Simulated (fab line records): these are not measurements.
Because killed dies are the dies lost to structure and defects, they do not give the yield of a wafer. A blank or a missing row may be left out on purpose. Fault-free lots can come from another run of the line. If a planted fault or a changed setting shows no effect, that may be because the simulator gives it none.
Split-lot experiment | flow n5-finfet | 21 wafers read across 7 lots, on a route 1938 steps long

## ON THE SPLIT
At N5_BEOL_M11_PECVD_70 (deposits SiO2 from TEOS/O2, target thk 20 nm, time 22.7 s), the setting temp-c was moved away from the recipe's 400 C on 5 of the 21 wafers read, by -4.4% to +3.8%. The other wafers ran this setting at the recipe's value.

The split's own step is where the reading is taken.

## THE READING
SiO2_of_BEOL_M11_PECVD_70.thk-nm (the simulator's own value, which no gauge read), in nm, at N5_BEOL_M11_PECVD_70 (deposits SiO2 from TEOS/O2, target thk 20 nm, time 22.7 s). There is no usual value for it anywhere in the file. Here, 16 wafers ran the recipe; their average is 20.0 nm with a standard deviation of 0.23 nm.

wafer  | tool, chamber at the split | temp-c as run, C | against the recipe | SiO2_of_BEOL_M11_PECVD_70.thk-nm, nm | against lot-mates on the recipe
L074.1 | pecvd-01, 1                | 400              | recipe             | 20                                   | -
L074.3 | pecvd-01, 0                | 400              | recipe             | 20.2                                 | -
L074.6 | pecvd-01, 2                | 414.5            | +3.6%              | 18                                   | -2.1
L080.2 | pecvd-03, 1                | 400              | recipe             | 20.6                                 | -
L080.3 | pecvd-03, 2,0              | 400              | recipe             | 20                                   | -
L080.5 | pecvd-03, 2,0              | 400              | recipe             | 20                                   | -
L091.3 | pecvd-01, 2                | 400              | recipe             | 19.6                                 | -
L091.4 | pecvd-01, 2                | 400              | recipe             | 19.8                                 | -
L091.5 | pecvd-01, 1                | 400              | recipe             | 20.2                                 | -
L089.2 | pecvd-03, 1                | 400              | recipe             | 20.2                                 | -
L089.6 | pecvd-03, 1                | 400              | recipe             | 20.2                                 | -
L089.4 | pecvd-03, 1                | 391              | -2.2%              | 21.6                                 | +1.4
L092.3 | pecvd-01, 0                | 400              | recipe             | 19.8                                 | -
L092.4 | pecvd-01, 0                | 411.6            | +2.9%              | 18.8                                 | -1.2
L092.6 | pecvd-01, 2                | 400              | recipe             | 20.2                                 | -
L093.1 | pecvd-01, 1                | 400              | recipe             | 19.8                                 | -
L093.4 | pecvd-01, 0                | 400              | recipe             | 20                                   | -
L093.5 | pecvd-01, 1                | 382.4            | -4.4%              | 22.6                                 | +2.7
L097.1 | pecvd-01, 1,2              | 400              | recipe             | 20                                   | -
L097.5 | pecvd-01, 1,2              | 400              | recipe             | 20                                   | -
L097.4 | pecvd-01, 1                | 415.2            | +3.8%              | 18.2                                 | -1.8
Rows listing several chambers each stand for several wafers; the file does not say which wafer went through which chamber.

THE FIT
A straight line over all 21 wafers: SiO2_of_BEOL_M11_PECVD_70.thk-nm changes by -0.545 nm for each +1% of temp-c; r = -0.97; the points scatter about the line by 0.24 nm.
The same after taking each lot's own level away (the mean of its wafers on the recipe; 21 wafers): -0.549 nm for each +1%; r = -0.98; scatter 0.21 nm.
On that fit, the largest move of temp-c shifts the reading by 2.4 nm.
The span of the lots' own levels, 19.87 to 20.20 nm, comes to 1.5 times the standard deviation stated above.
Hence the lot-to-lot level has little effect on the slope; both slopes agree.
Check: +2.3 nm against its lot-mates is what the line predicts for one of the wafers moved furthest among these (-4.4%) when that wafer is left out of the fit. It came out at +2.7 nm against them.

## OTHER SPLITS APPLIED TO THESE WAFERS
Before the reading, these wafers also passed through other splits. Each is held against what the fit with the lots' levels taken away leaves over:
other split on the same wafers | wafers away from the commonest value | r with SiO2_of_BEOL_M11_PECVD_70.thk-nm (lot level and that fit taken away)
N5_BEOL_M9_EXPOSE_08 dose-mj   | 3                                    | -0.04

## THE FILE'S OWN FIT
SiO2_of_BEOL_M11_PECVD_70.thk-nm changes by -0.546 nm for each +1% of temp-c, r = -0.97.
